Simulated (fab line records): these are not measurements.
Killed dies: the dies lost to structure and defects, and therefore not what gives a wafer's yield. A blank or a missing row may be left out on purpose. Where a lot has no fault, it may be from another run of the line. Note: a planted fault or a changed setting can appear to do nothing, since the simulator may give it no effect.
fab line records	flow n5Finfet
record lots=24	wafers=72	lastDay=18
route steps=1938 shown BEOL_M10@1484 BEOL_M11@1549
lots that met no fault: from a run of the same line without faults
startH: hours from the record's opening day to when the first of the lot's shown wafers began	waitH: hours elapsed since this lot's preceding step	" unchanged from the row above	L1.1+2: a row that stands for several wafers	- no value present, or no start provided	* or withheld: withheld	< > ~ a bound
route shown NAME@n: names a module that has steps shown in the file, with the first one's number in the route	usual: mean/standard deviation of fault-free wafers	same: alike in all rows	chamber/n: place in a boat	sites: each site's reading	_std_site: standard deviation across them	_edge_site: outer sites' mean less inner sites'	radiusMm: for every site, how far away it sits from the centre of the wafer	mask NAME#n: copy n	behind: the last tool/chamber to shape the wafer	hold: what put the lot on hold/how long, in hours/how the hold closed	device: the transistor (n, p or np) that didn't switch	end of line: the same wafers' tests at the end of the route	a step without rows: its recipe alone	killed: at the first sort, the dies lost to defects and structure; wafer yield is something else	map: the dies of a wafer, with x for killed, . for not killed, _ for no die there
set.NAME: the setting that was run; set.NAME@STEP: the one run at that earlier step	model.NAME: the simulator's own value behind a step, which no gauge read
a sample of lots followed through the steps of the route, with each step as a table and each wafer as a row
services: from which hour (startH, from the record's first day; less than 0 if before it) a tool's chamber was out of use, for how many hours, and why
## steps
# step N5_BEOL_M10_OVL_MEAS_12
# recipe pointsPerWafer=44
# usual M10_OVL=0.5/0.86
lot.wafer	tool	chamber	startH	waitH	M10_OVL[nm]
L076.1	overlay-02	0	218.63	0.0	-0.2
L076.2	"	0	"	"	-0.9
L076.4	"	0	"	"	-0.2
L074.2	overlay-01	0	224.39	0.0	-0.8
L074.3	"	0	"	"	-0.2
L074.4	"	0	"	"	0.8
L077.1	overlay-01	0	234.23	0.0	0.9
L077.4	"	0	"	"	-0.1
L077.6	"	0	"	"	0.3
L075.3	overlay-02	0	234.88	0.0	0.8
L075.4	"	0	"	"	1.0
L075.5	"	0	"	"	1.3
L078.3	overlay-02	0	239.91	0.0	0.7
L078.5	"	0	"	"	1.0
L078.6	"	0	"	"	0.5
L079.1	overlay-01	0	248.10	0.0	-2.0
L079.2	"	0	"	"	-0.2
L079.6	"	0	"	"	0.4
L082.4	overlay-02	0	261.67	0.0	-0.3
L082.5	"	0	"	"	1.3
L082.6	"	0	"	"	0.5
L081.2	overlay-02	0	262.19	0.0	-1.6
L081.4	"	0	"	"	-0.3
L081.5	"	0	"	"	0.4
L083.1	overlay-01	0	265.38	0.0	1.9
L083.2	"	0	"	"	-0.2
L083.6	"	0	"	"	0.2
L080.1	overlay-01	0	268.62	0.0	-0.4
L080.2	"	0	"	"	1.1
L080.4	"	0	"	"	1.4
L084.3	overlay-01	0	275.56	0.0	0.1
L084.5	"	0	"	"	0.6
L084.6	"	0	"	"	0.4
L085.1	overlay-01	0	284.88	0.0	0.4
L085.3	"	0	"	"	0.1
L085.5	"	0	"	"	-0.1
L086.1	overlay-02	0	300.40	0.0	0.0
L086.2	"	0	"	"	0.5
L086.3	"	0	"	"	0.0
L087.1	overlay-02	0	304.33	0.0	-0.4
L087.3	"	0	"	"	0.6
L087.4	"	0	"	"	0.4
L088.1	overlay-02	0	308.28	0.0	1.9
L088.4	"	0	"	"	1.1
L088.5	"	0	"	"	3.1
L090.3	overlay-02	0	311.31	0.0	0.8
L090.4	"	0	"	"	0.8
L090.6	"	0	"	"	-0.4
L091.2	overlay-02	0	318.65	0.0	0.2
L091.3	"	0	"	"	1.5
L091.6	"	0	"	"	0.2
L089.3	overlay-02	0	322.61	0.0	0.3
L089.5	"	0	"	"	1.4
L089.6	"	0	"	"	1.9
L092.2	overlay-02	0	327.30	0.0	0.6
L092.3	"	0	"	"	1.1
L092.4	"	0	"	"	0.1
L094.1	overlay-01	0	330.96	0.0	1.8
L094.2	"	0	"	"	1.5
L094.4	"	0	"	"	1.4
L093.1	overlay-02	0	334.23	0.0	2.1
L093.2	"	0	"	"	1.2
L093.4	"	0	"	"	0.8
L095.2	overlay-01	0	344.74	0.0	0.8
L095.3	"	0	"	"	2.8
L095.4	"	0	"	"	-0.2
L096.3	overlay-01	0	359.07	0.0	1.1
L096.5	"	0	"	"	-0.4
L096.6	"	0	"	"	0.9
L097.1	overlay-02	0	364.50	0.0	-0.7
L097.4	"	0	"	"	0.9
L097.5	"	0	"	"	0.5
# step N5_BEOL_M10_INSPECT_13
# recipe mode=adi	inspectInstrument=brightfield
# usual rawDefectCount=421/110
lot.wafer	tool	chamber	startH	waitH	rawDefectCount
L076.1	defectInspect-01	-	218.66	0.0	574
L076.2	"	-	"	"	591
L076.4	"	-	"	"	556
L074.2	defectInspect-01	-	224.42	0.0	330
L074.3	"	-	"	"	372
L074.4	"	-	"	"	390
L077.1	defectInspect-01	-	234.25	0.0	329
L077.4	"	-	"	"	329
L077.6	"	-	"	"	421
L075.3	defectInspect-02	-	234.90	0.0	518
L075.4	"	-	"	"	448
L075.5	"	-	"	"	396
L078.3	defectInspect-02	-	239.93	0.0	517
L078.5	"	-	"	"	559
L078.6	"	-	"	"	604
L079.1	defectInspect-02	-	248.13	0.0	440
L079.2	"	-	"	"	464
L079.6	"	-	"	"	444
L082.4	defectInspect-01	-	261.70	0.0	334
L082.5	"	-	"	"	364
L082.6	"	-	"	"	353
L081.2	defectInspect-01	-	262.21	0.0	439
L081.4	"	-	"	"	416
L081.5	"	-	"	"	319
L083.1	defectInspect-02	-	265.41	0.0	453
L083.2	"	-	"	"	314
L083.6	"	-	"	"	339
L080.1	defectInspect-02	-	268.64	0.0	517
L080.2	"	-	"	"	643
L080.4	"	-	"	"	510
L084.3	defectInspect-02	-	275.59	0.0	301
L084.5	"	-	"	"	397
L084.6	"	-	"	"	395
L085.1	defectInspect-01	-	284.91	0.0	341
L085.3	"	-	"	"	341
L085.5	"	-	"	"	315
L086.1	defectInspect-01	-	300.42	0.0	521
L086.2	"	-	"	"	585
L086.3	"	-	"	"	600
L087.1	defectInspect-02	-	304.35	0.0	710
L087.3	"	-	"	"	605
L087.4	"	-	"	"	599
L088.1	defectInspect-02	-	308.30	0.0	421
L088.4	"	-	"	"	358
L088.5	"	-	"	"	356
L090.3	defectInspect-02	-	311.33	0.0	326
L090.4	"	-	"	"	355
L090.6	"	-	"	"	220
L091.2	defectInspect-01	-	318.68	0.0	379
L091.3	"	-	"	"	415
L091.6	"	-	"	"	364
L089.3	defectInspect-01	-	322.64	0.0	424
L089.5	"	-	"	"	512
L089.6	"	-	"	"	652
L092.2	defectInspect-02	-	327.32	0.0	542
L092.3	"	-	"	"	354
L092.4	"	-	"	"	473
L094.1	defectInspect-02	-	330.98	0.0	476
L094.2	"	-	"	"	459
L094.4	"	-	"	"	367
L093.1	defectInspect-01	-	334.26	0.0	221
L093.2	"	-	"	"	360
L093.4	"	-	"	"	353
L095.2	defectInspect-01	-	344.77	0.0	379
L095.3	"	-	"	"	301
L095.4	"	-	"	"	480
L096.3	defectInspect-02	-	359.10	0.0	395
L096.5	"	-	"	"	292
L096.6	"	-	"	"	437
L097.1	defectInspect-02	-	364.53	0.0	292
L097.4	"	-	"	"	344
L097.5	"	-	"	"	427
# step N5_BEOL_M10_STRIP_19
# recipe chemistry=O2	powerW=400	tempC=40	pressureMtorr=30	rfFrequencyHz=6e+07	biasPowerW=0	overashFraction=0.2	o2FlowSccm=225
# usual drypumpMotorCurrentA=5.6/0.4	oesProductAu=0.80/0.076	rfVppV=3.7/0.63	showerheadPlenumPTorr=2.10/0.062	throttleValvePct=16.58/0.17
lot.wafer	tool	chamber	startH	waitH	drypumpMotorCurrentA	oesProductAu	rfHoursCounterH	rfVppV	showerheadPlenumPTorr	throttleValvePct
L076.1	rieDiel-02	0	219.08	0.1	5.4	0.78	128	4.6	2.10	16.47
L076.2	"	2	"	"	6.6	0.75	168	4.0	2.02	16.65
L076.4	"	3	"	"	5.5	0.86	55	3.5	2.05	16.68
L074.2	rieDiel-02	1	224.85	0.1	5.3	0.90	20	4.3	2.11	16.48
L074.3	"	0	"	"	5.4	0.77	130	4.0	2.10	16.51
L074.4	"	3	"	"	5.5	0.87	57	4.8	2.05	16.69
L077.1	rieDiel-05	3	235.09	0.1	5.7	0.69	224	3.8	2.09	16.70
L077.4	"	1	"	"	5.4	0.92	15	2.4	2.06	16.55
L077.6	"	1	"	"	5.4	0.92	-	3.1	2.06	16.55
L075.3	rieDiel-05	0	235.96	0.1	5.6	0.84	69	3.4	2.21	16.56
L075.4	"	2	"	"	5.8	0.68	215	3.4	2.15	16.32
L075.5	"	2	"	"	5.8	0.69	-	3.8	2.15	16.33
L078.3	rieDiel-02	0	240.35	0.1	5.4	0.77	135	3.9	2.10	16.50
L078.5	"	1	"	"	5.4	0.89	-	3.7	2.11	16.50
L078.6	"	0	"	"	5.4	0.78	-	2.6	2.10	16.49
L079.1	rieDiel-02	3	248.75	0.3	5.5	0.84	66	3.5	2.04	16.71
L079.2	"	0	"	"	5.4	0.77	138	4.0	2.10	16.51
L079.6	"	2	"	"	6.6	0.74	-	4.7	2.02	16.69
L082.4	rieDiel-04	3	262.60	0.3	5.0	0.84	66	3.0	2.22	16.45
L082.5	"	0	"	"	5.9	0.75	-	4.1	2.08	16.66
L082.6	"	1	"	"	5.4	0.87	-	3.1	2.05	16.23
L081.2	rieDiel-04	0	263.36	0.2	5.9	0.75	202	4.3	2.08	16.66
L081.4	"	2	"	"	5.7	0.70	208	3.2	2.16	16.85
L081.5	"	3	"	"	5.0	0.84	-	3.3	2.22	16.46
L083.1	rieDiel-02	2	266.35	0.2	6.6	0.73	184	3.6	2.01	16.69
L083.2	"	0	"	"	5.4	0.77	144	2.8	2.10	16.49
L083.6	"	1	"	"	5.4	0.87	-	4.3	2.11	16.52
L080.1	rieDiel-02	2	269.11	0.1	6.6	0.74	185	3.6	2.01	16.71
L080.2	"	0	"	"	5.4	0.76	145	4.1	2.10	16.49
L080.4	"	1	"	"	5.4	0.88	34	3.1	2.11	16.50
L084.3	rieDiel-05	2	276.11	0.1	5.8	0.68	230	4.0	2.14	16.35
L084.5	"	1	"	"	5.4	0.92	-	4.1	2.06	16.55
L084.6	"	0	"	"	5.6	0.82	-	3.8	2.21	16.60
L085.1	rieDiel-02	1	285.35	0.1	5.4	0.87	39	3.2	2.11	16.51
L085.3	"	0	"	"	5.4	0.77	150	4.1	2.10	16.53
L085.5	"	0	"	"	5.4	0.76	-	3.1	2.10	16.51
L086.1	rieDiel-05	0	301.09	0.2	5.6	0.82	92	3.5	2.21	16.62
L086.2	"	2	"	"	5.8	0.68	237	4.1	2.14	16.36
L086.3	"	3	"	"	5.7	0.68	249	2.8	2.08	16.76
L087.1	rieDiel-02	1	305.16	0.1	5.4	0.87	46	4.3	2.10	16.52
L087.3	"	0	"	"	5.4	0.75	156	3.7	2.10	16.52
L087.4	"	3	"	"	5.5	0.83	85	2.9	2.04	16.75
L088.1	rieDiel-04	2	308.72	0.1	5.7	0.70	221	3.7	2.16	16.89
L088.4	"	0	"	"	5.9	0.73	217	4.3	2.08	16.67
L088.5	"	1	"	"	5.4	0.85	-	3.7	2.05	16.28
L090.3	rieDiel-04	3	312.18	0.1	5.0	0.84	84	3.6	2.22	16.48
L090.4	"	2	"	"	5.7	0.70	222	2.7	2.16	16.90
L090.6	"	2	"	"	5.7	0.71	-	5.2	2.16	16.91
L091.2	rieDiel-04	0	319.30	0.1	5.9	0.72	220	3.8	2.08	16.70
L091.3	"	2	"	"	5.7	0.70	224	2.7	2.16	16.89
L091.6	"	2	"	"	5.7	0.70	-	3.1	2.16	16.92
L089.3	rieDiel-04	3	323.56	0.1	4.9	0.83	89	4.2	2.22	16.50
L089.5	"	3	"	"	5.0	0.84	-	3.8	2.22	16.51
L089.6	"	0	"	"	5.9	0.73	-	3.4	2.07	16.68
L092.2	rieDiel-05	1	328.68	0.1	5.4	0.86	51	3.8	2.05	16.59
L092.3	"	3	"	"	5.7	0.98	1	4.3	2.08	16.28
L092.4	"	1	"	"	5.4	0.86	-	4.3	2.05	16.62
L094.1	rieDiel-05	3	331.56	0.1	5.7	0.96	2	2.9	2.08	16.27
L094.2	"	0	"	"	5.6	0.79	107	4.1	2.20	16.64
L094.4	"	1	"	"	5.4	0.86	-	3.2	2.05	16.61
L093.1	rieDiel-05	1	334.68	0.1	5.4	0.85	54	3.9	2.05	16.61
L093.2	"	0	"	"	5.6	0.80	108	2.9	2.20	16.65
L093.4	"	1	"	"	5.4	0.87	-	4.6	2.05	16.60
L095.2	rieDiel-02	3	345.46	0.1	5.5	0.81	96	2.7	2.03	16.73
L095.3	"	2	"	"	6.6	0.71	213	4.6	2.00	16.74
L095.4	"	0	"	"	5.4	0.74	173	3.0	2.09	16.56
L096.3	rieDiel-02	0	359.54	0.1	5.4	0.73	178	3.1	2.09	16.56
L096.5	"	3	"	"	5.5	0.81	-	4.2	2.03	16.77
L096.6	"	2	"	"	6.6	0.72	-	4.4	2.00	16.77
L097.1	rieDiel-04	0	364.94	0.1	5.9	0.72	236	4.2	2.07	16.71
L097.4	"	3	"	"	4.9	0.81	103	4.2	2.21	16.51
L097.5	"	2	"	"	5.7	0.69	-	4.1	2.15	16.93
# step N5_BEOL_M10_DEP_56
# recipe material=SiCN	targetThkA=150	tempC=withheld	precursor=3MS/NH3	pressureTorr=3	rfW=202	timeS=26.5
# usual showerheadPlenumPTorr=3.667/0.01	throttleValvePct=9.0/0.32
lot.wafer	tool	chamber	startH	waitH	showerheadPlenumPTorr	throttleValvePct
L076.1	pecvd-01	1	224.40	0.0	3.652	9.5
L076.2	"	2	"	"	3.653	8.7
L076.4	"	0	"	"	3.688	8.8
L074.2	pecvd-04	0	229.12	0.0	3.677	9.2
L074.3	"	2	"	"	3.664	9.0
L074.4	"	2	"	"	3.656	9.0
L077.1	pecvd-02	2	240.35	0.0	3.674	9.3
L077.4	"	0	"	"	3.672	9.0
L077.6	"	1	"	"	3.659	8.8
L075.3	pecvd-04	1	241.16	0.0	3.663	9.2
L075.4	"	2	"	"	3.653	9.2
L075.5	"	1	"	"	3.674	8.9
L078.3	pecvd-01	0	244.82	0.0	3.679	9.1
L078.5	"	1	"	"	3.651	9.2
L078.6	"	2	"	"	3.664	8.9
L079.1	pecvd-01	1	253.36	0.0	3.662	9.6
L079.2	"	2	"	"	3.673	8.8
L079.6	"	1	"	"	3.660	9.4
L082.4	pecvd-04	1	267.21	0.0	3.664	8.9
L082.5	"	0	"	"	3.670	8.8
L082.6	"	2	"	"	3.655	9.1
L081.2	pecvd-02	1	268.75	0.0	3.666	8.5
L081.4	"	0	"	"	3.663	9.3
L081.5	"	2	"	"	3.687	9.6
L083.1	pecvd-04	1	271.93	0.0	3.657	9.1
L083.2	"	0	"	"	3.673	8.9
L083.6	"	2	"	"	3.662	9.2
L080.1	pecvd-02	2	275.58	0.0	3.681	9.5
L080.2	"	1	"	"	3.667	8.2
L080.4	"	0	"	"	3.662	9.2
L084.3	pecvd-02	0	281.04	0.0	3.674	9.3
L084.5	"	2	"	"	3.685	9.1
L084.6	"	0	"	"	3.660	9.4
L085.1	pecvd-04	2	288.71	0.0	3.657	9.2
L085.3	"	1	"	"	3.664	9.0
L085.5	"	0	"	"	3.675	8.9
L086.1	pecvd-04	2	308.15	0.0	3.661	9.2
L086.2	"	0	"	"	3.672	9.0
L086.3	"	1	"	"	3.663	9.0
L087.1	pecvd-01	2	311.35	0.0	3.654	8.3
L087.3	"	1	"	"	3.661	9.6
L087.4	"	1	"	"	3.650	9.6
L088.1	pecvd-04	2	313.32	0.0	3.658	9.1
L088.4	"	1	"	"	3.662	9.1
L088.5	"	2	"	"	3.650	9.4
L090.3	pecvd-01	1	315.95	0.0	3.652	9.4
L090.4	"	0	"	"	3.690	8.9
L090.6	"	2	"	"	3.666	8.9
L091.2	pecvd-01	0	324.62	0.0	3.685	8.7
L091.3	"	1	"	"	3.643	9.4
L091.6	"	0	"	"	3.675	8.9
L089.3	pecvd-04	0	328.56	0.0	3.673	9.1
L089.5	"	0	"	"	3.664	8.4
L089.6	"	2	"	"	3.667	9.1
L092.2	pecvd-04	2	334.41	0.0	3.654	9.2
L092.3	"	1	"	"	3.667	9.1
L092.4	"	0	"	"	3.675	8.8
L094.1	pecvd-02	2	337.22	0.0	3.684	9.5
L094.2	"	0	"	"	3.664	9.2
L094.4	"	0	"	"	3.656	9.2
L093.1	pecvd-02	2	340.51	0.0	3.685	9.3
L093.2	"	0	"	"	3.663	9.1
L093.4	"	1	"	"	3.674	8.4
L095.2	pecvd-04	0	353.53	0.0	3.670	8.7
L095.3	"	1	"	"	3.661	8.6
L095.4	"	1	"	"	3.669	9.1
L096.3	pecvd-04	2	365.31	0.0	3.668	9.4
L096.5	"	0	"	"	3.676	8.9
L096.6	"	2	"	"	3.659	9.2
L097.1	pecvd-02	1	370.57	0.5	3.673	8.6
L097.4	"	1	"	"	3.670	9.0
L097.5	"	1	"	"	3.657	8.6
# step N5_BEOL_M11_CD_MEAS_11
# recipe targetCdNm=64.1	landingEnergyEv=500	detector=seInlens	polarity=opening
# usual cdNm=64.3/0.52
lot.wafer	tool	chamber	startH	waitH	cdNm
L076.1	cdSem-02	0	226.37	-	63.9
L076.2	"	0	"	"	64.3
L076.4	"	0	"	"	64.3
L074.2	cdSem-03	0	231.11	-	64.3
L074.3	"	0	"	"	64.0
L074.4	"	0	"	"	64.0
L077.1	cdSem-03	0	243.31	-	64.5
L077.4	"	0	"	"	64.8
L077.6	"	0	"	"	64.6
L075.3	cdSem-01	0	243.35	-	64.3
L075.4	"	0	"	"	63.8
L075.5	"	0	"	"	64.2
L078.3	cdSem-03	0	246.48	-	64.0
L078.5	"	0	"	"	64.1
L078.6	"	0	"	"	63.3
L079.1	cdSem-01	0	255.55	-	64.0
L079.2	"	0	"	"	64.0
L079.6	"	0	"	"	64.3
L082.4	cdSem-03	0	268.99	-	63.9
L082.5	"	0	"	"	64.2
L082.6	"	0	"	"	64.1
L081.2	cdSem-01	0	271.71	-	63.2
L081.4	"	0	"	"	63.9
L081.5	"	0	"	"	64.2
L083.1	cdSem-02	0	275.43	-	64.9
L083.2	"	0	"	"	65.8
L083.6	"	0	"	"	64.1
L080.1	cdSem-01	0	277.65	-	63.6
L080.2	"	0	"	"	64.3
L080.4	"	0	"	"	64.0
L084.3	cdSem-03	0	282.98	-	65.6
L084.5	"	0	"	"	64.9
L084.6	"	0	"	"	64.5
L085.1	cdSem-03	0	289.90	-	64.6
L085.3	"	0	"	"	64.0
L085.5	"	0	"	"	65.4
L086.1	cdSem-01	0	311.29	-	64.3
L086.2	"	0	"	"	64.4
L086.3	"	0	"	"	63.9
L087.1	cdSem-01	0	313.65	-	63.5
L087.3	"	0	"	"	64.4
L087.4	"	0	"	"	64.2
L088.1	cdSem-02	0	315.77	-	64.5
L088.4	"	0	"	"	63.9
L088.5	"	0	"	"	64.8
L090.3	cdSem-03	0	318.09	-	65.0
L090.4	"	0	"	"	65.5
L090.6	"	0	"	"	65.1
L091.2	cdSem-02	0	327.17	-	63.9
L091.3	"	0	"	"	64.3
L091.6	"	0	"	"	64.7
L089.3	cdSem-01	0	330.91	-	65.1
L089.5	"	0	"	"	64.4
L089.6	"	0	"	"	63.2
L092.2	cdSem-01	0	336.22	-	64.9
L092.3	"	0	"	"	64.4
L092.4	"	0	"	"	64.8
L094.1	cdSem-02	0	340.20	-	64.2
L094.2	"	0	"	"	64.3
L094.4	"	0	"	"	64.1
L093.1	cdSem-03	0	344.34	-	64.0
L093.2	"	0	"	"	64.2
L093.4	"	0	"	"	64.5
L095.2	cdSem-01	0	356.37	-	65.0
L095.3	"	0	"	"	64.4
L095.4	"	0	"	"	63.6
L096.3	cdSem-02	0	368.45	-	64.5
L096.5	"	0	"	"	64.5
L096.6	"	0	"	"	63.8
L097.1	cdSem-02	0	374.34	-	63.7
L097.4	"	0	"	"	64.3
L097.5	"	0	"	"	63.6
# step N5_BEOL_M11_ETCH_62
# recipe chemistry=N2/H2	target=SOC	targetDepthA=1100	overetchA=220	maskMaterial=SiARC	tempC=40	timeS=165	ionEnergyEv=200	pressureMtorr=30	sourceW=840	biasW=150	n2FlowSccm=200	h2FlowSccm=200
# usual drypumpMotorCurrentA=5.8/0.49	oesProductAu=0.67/0.07	rfVppV=522.3/1.8	showerheadPlenumPTorr=2.48/0.06	throttleValvePct=17.90/0.2
lot.wafer	tool	chamber	startH	waitH	drypumpMotorCurrentA	oesProductAu	rfHoursCounterH	rfVppV	showerheadPlenumPTorr	throttleValvePct
L076.1	rieDiel-01	1	227.38	0.0	5.8	0.72	79	522.4	2.45	17.50
L076.2	"	0	"	"	6.1	0.75	31	521.5	2.48	17.62
L076.4	"	3	"	"	6.7	0.62	168	525.1	2.54	17.87
L074.2	rieDiel-01	2	231.36	0.0	6.0	0.75	25	523.1	2.50	18.01
L074.3	"	0	"	"	6.1	0.75	33	521.4	2.48	17.62
L074.4	"	1	"	"	5.9	0.72	81	522.0	2.45	17.50
L077.1	rieDiel-01	0	243.56	0.0	6.1	0.75	36	522.9	2.48	17.61
L077.4	"	3	"	"	6.7	0.62	174	524.7	2.54	17.90
L077.6	"	3	"	"	6.7	0.62	-	521.9	2.54	17.90
L075.3	rieDiel-01	3	243.81	0.0	6.7	0.62	175	522.5	2.54	17.87
L075.4	"	0	"	"	6.1	0.74	36	522.2	2.48	17.62
L075.5	"	0	"	"	6.1	0.75	-	523.3	2.48	17.63
L078.3	rieDiel-01	1	246.65	0.0	5.9	0.72	85	521.1	2.45	17.50
L078.5	"	3	"	"	6.7	0.62	-	522.4	2.54	17.90
L078.6	"	0	"	"	6.1	0.74	-	521.3	2.48	17.63
L079.1	rieDiel-01	2	256.13	0.0	6.1	0.74	34	523.4	2.49	18.01
L079.2	"	3	"	"	6.7	0.61	179	525.5	2.54	17.90
L079.6	"	0	"	"	6.1	0.73	-	522.3	2.48	17.63
L082.4	rieDiel-03	3	269.26	0.0	5.0	0.59	230	521.4	2.40	17.96
L082.5	"	0	"	"	6.0	0.73	-	524.8	2.59	17.92
L082.6	"	3	"	"	5.0	0.59	-	519.4	2.40	17.97
L081.2	rieDiel-01	2	271.88	0.0	6.0	0.73	41	522.8	2.49	18.02
L081.4	"	3	"	"	6.7	0.61	186	522.0	2.53	17.90
L081.5	"	2	"	"	6.1	0.74	-	521.4	2.49	18.02
L083.1	rieDiel-06	0	275.60	0.0	6.2	0.70	80	521.7	2.47	17.62
L083.2	"	2	"	"	5.8	0.60	203	522.9	2.51	17.99
L083.6	"	2	"	"	5.8	0.61	-	524.5	2.51	18.00
L080.1	rieDiel-06	3	277.82	0.0	5.0	0.61	205	521.2	2.41	17.99
L080.2	"	2	"	"	5.8	0.61	204	523.4	2.51	18.00
L080.4	"	1	"	"	5.3	0.60	236	519.8	2.41	17.94
L084.3	rieDiel-03	3	286.63	0.0	5.0	0.59	233	520.0	2.40	17.96
L084.5	"	1	"	"	5.7	0.81	-	522.9	2.50	18.01
L084.6	"	2	"	"	5.6	0.60	-	522.8	2.51	18.25
L085.1	rieDiel-03	2	292.27	0.0	5.6	0.61	219	523.4	2.51	18.26
L085.3	"	3	"	"	5.0	0.59	235	517.6	2.40	17.97
L085.5	"	2	"	"	5.6	0.60	-	523.2	2.51	18.24
L086.1	rieDiel-06	3	311.58	0.0	5.0	0.60	211	519.8	2.41	18.00
L086.2	"	1	"	"	5.3	0.59	242	520.1	2.41	17.96
L086.3	"	0	"	"	6.2	0.70	88	522.6	2.46	17.63
L087.1	rieDiel-06	3	313.87	0.0	5.0	0.61	212	519.4	2.41	17.99
L087.3	"	0	"	"	6.2	0.70	89	521.9	2.46	17.62
L087.4	"	2	"	"	5.8	0.60	211	522.8	2.51	18.02
L088.1	rieDiel-06	2	316.14	0.0	5.8	0.59	212	524.1	2.51	17.99
L088.4	"	0	"	"	6.2	0.69	90	521.2	2.46	17.65
L088.5	"	2	"	"	5.8	0.60	-	524.5	2.51	18.02
L090.3	rieDiel-01	2	318.26	0.0	6.1	0.72	59	521.7	2.48	18.06
L090.4	"	1	"	"	5.8	0.69	113	520.9	2.44	17.56
L090.6	"	3	"	"	6.7	0.60	-	522.4	2.53	17.96
L091.2	rieDiel-06	3	327.51	0.0	5.0	0.60	216	521.2	2.41	18.01
L091.3	"	1	"	"	5.3	0.59	247	519.1	2.41	17.95
L091.6	"	3	"	"	5.0	0.61	-	518.8	2.41	18.00
L089.3	rieDiel-06	0	331.48	0.0	6.2	0.69	94	523.5	2.46	17.65
L089.5	"	0	"	"	6.2	0.70	-	522.3	2.46	17.64
L089.6	"	3	"	"	5.0	0.60	-	521.4	2.41	18.02
L092.2	rieDiel-06	2	336.39	0.0	5.8	0.60	218	523.9	2.51	18.02
L092.3	"	0	"	"	6.3	0.68	96	522.7	2.46	17.64
L092.4	"	2	"	"	5.8	0.60	-	522.2	2.51	18.03
L094.1	rieDiel-03	2	340.85	0.0	5.6	0.60	235	524.2	2.51	18.24
L094.2	"	0	"	"	6.0	0.71	76	525.2	2.58	17.98
L094.4	"	1	"	"	5.6	0.77	-	521.8	2.49	18.04
L093.1	rieDiel-03	0	344.72	0.0	6.0	0.70	77	525.1	2.58	18.00
L093.2	"	1	"	"	5.7	0.75	24	523.3	2.49	18.04
L093.4	"	1	"	"	5.7	0.76	-	523.2	2.49	18.05
L095.2	rieDiel-06	2	356.55	0.0	5.8	0.60	227	522.8	2.50	18.05
L095.3	"	0	"	"	6.2	0.68	105	521.4	2.45	17.66
L095.4	"	0	"	"	6.2	0.68	-	522.6	2.46	17.65
L096.3	rieDiel-06	1	368.80	0.0	5.3	0.79	2	530.2	2.73	17.54
L096.5	"	1	"	"	5.3	0.80	-	528.7	2.73	17.55
L096.6	"	2	"	"	5.8	0.58	-	522.7	2.50	18.04
L097.1	rieDiel-03	0	374.66	0.0	6.0	0.70	86	524.6	2.57	17.99
L097.4	"	3	"	"	5.0	0.84	3	528.2	2.71	17.56
L097.5	"	2	"	"	5.6	0.59	-	522.2	2.50	18.29
## services
tool	chamber	startH	hours	kind
rieDiel-05	3	207.52	3.0	repair
pecvd-02	-	217.46	14.6	pm
rieDiel-06	1	217.57	10.0	repair
pecvd-04	1	220.31	5.5	scheduledDown
rieDiel-03	3	222.21	10.9	repair
rieDiel-03	-	252.59	14.6	pm
rieDiel-04	2	266.00	8.9	repair
pecvd-01	2	269.11	12.2	repair
rieDiel-03	2	270.09	9.5	repair
rieDiel-06	-	278.78	15.6	pm
rieDiel-05	3	304.84	-	clean
rieDiel-05	3	304.84	-	consumableReplace:focusRing
rieDiel-02	3	307.91	13.1	repair
pecvd-01	2	327.12	5.4	repair
rieDiel-06	1	335.87	-	clean
rieDiel-06	1	335.87	-	consumableReplace:focusRing
rieDiel-06	1	335.87	-	consumableReplace:showerhead
rieDiel-06	1	335.87	25.9	scheduledDown
rieDiel-06	1	335.87	25.9	ventCycle
rieDiel-05	1	337.55	4.0	repair
rieDiel-05	-	352.42	0.5	repair
rieDiel-02	-	372.06	0.2	repair
pecvd-04	0	373.37	4.0	repair
rieDiel-06	2	373.65	8.9	repair
## key
fault none
